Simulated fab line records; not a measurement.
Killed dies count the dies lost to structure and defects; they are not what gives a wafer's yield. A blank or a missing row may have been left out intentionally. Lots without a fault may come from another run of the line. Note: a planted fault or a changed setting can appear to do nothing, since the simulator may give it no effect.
What tool caused it? | flow nand harc | 6 lots, 18 wafers sampled, at 5 steps of a route of 1159

WHAT THE GAUGES READ, wafer by wafer
NHARC_END_SORT_01.
lot | measured | on | defect limited yield (%)

WHAT TOOL EACH LOT RAN ON (gives the tool, then ch and the chambers of the sampled wafers, and finally the start)
lot  | NHARC_P_M1_PVD_21            | NHARC_A_M1_DEP_33               | NHARC_A_BONDPAD_CMP_29        | NHARC_THIN_TSV_PVD_19
L849 | pvd sputter-02, day 6 12:01  | pecvd-04 ch 0,1,2, day 18 15:13 | cmp-01 ch 0,1,2, day 18 16:10 | pvd sputter-03, no start
L851 | pvd sputter-02, day 7 03:17  | pecvd-01 ch 0,1, day 19 01:23   | cmp-04 ch 1,2,3, day 19 02:20 | pvd sputter-02, no start
L854 | pvd sputter-02, day 7 12:00  | pecvd-04 ch 0,1,2, day 19 07:04 | cmp-01 ch 0,2,3, day 19 07:57 | pvd sputter-02, no start
L856 | pvd sputter-02, day 7 22:32  | pecvd-04 ch 0,1,2, day 19 23:44 | cmp-04 ch 1,2,3, day 20 00:40 | pvd sputter-03, no start
L860 | pvd sputter-02, day 9 06:31  | pecvd-04 ch 0,1,2, day 20 19:46 | cmp-01 ch 1,2,3, day 20 20:41 | pvd sputter-02, no start
L863 | pvd sputter-03, day 10 01:07 | pecvd-03 ch 0,2, day 21 09:04   | cmp-04 ch 1,3, day 21 10:00   | pvd sputter-03, no start
- NHARC_P_M1_PVD_21: deposits Cu, target thk 30 nm, time 20.49 s.
- NHARC_A_M1_DEP_33: deposits SiCN, target thk 30 nm.
- NHARC_A_BONDPAD_CMP_29: polishes SiCN, target thk 200 nm.
- NHARC_THIN_TSV_PVD_19: deposits TaN, target thk 20 nm.

THE ANSWER, worked out from the rows above alone
Rule: the lots themselves supply what counts as usual. The widest of any qualifying gaps counts: lots, ordered by their means at a reading, are off when they make up no more than a third of the lots, leave a main group of 4 or more, and stand apart from it by 3 or more times the standard deviation of that group's means. A main group is skipped when, at the precision printed for the reading in the tables above, its means are all equal. A lot without any number at a reading at which 4 lots or more have one is off too. The other lots that the step has rows for count as sound.
Nothing can be told from this: no lot is off at any reading shown.

WHAT WAS PUT IN BY THE SIMULATOR
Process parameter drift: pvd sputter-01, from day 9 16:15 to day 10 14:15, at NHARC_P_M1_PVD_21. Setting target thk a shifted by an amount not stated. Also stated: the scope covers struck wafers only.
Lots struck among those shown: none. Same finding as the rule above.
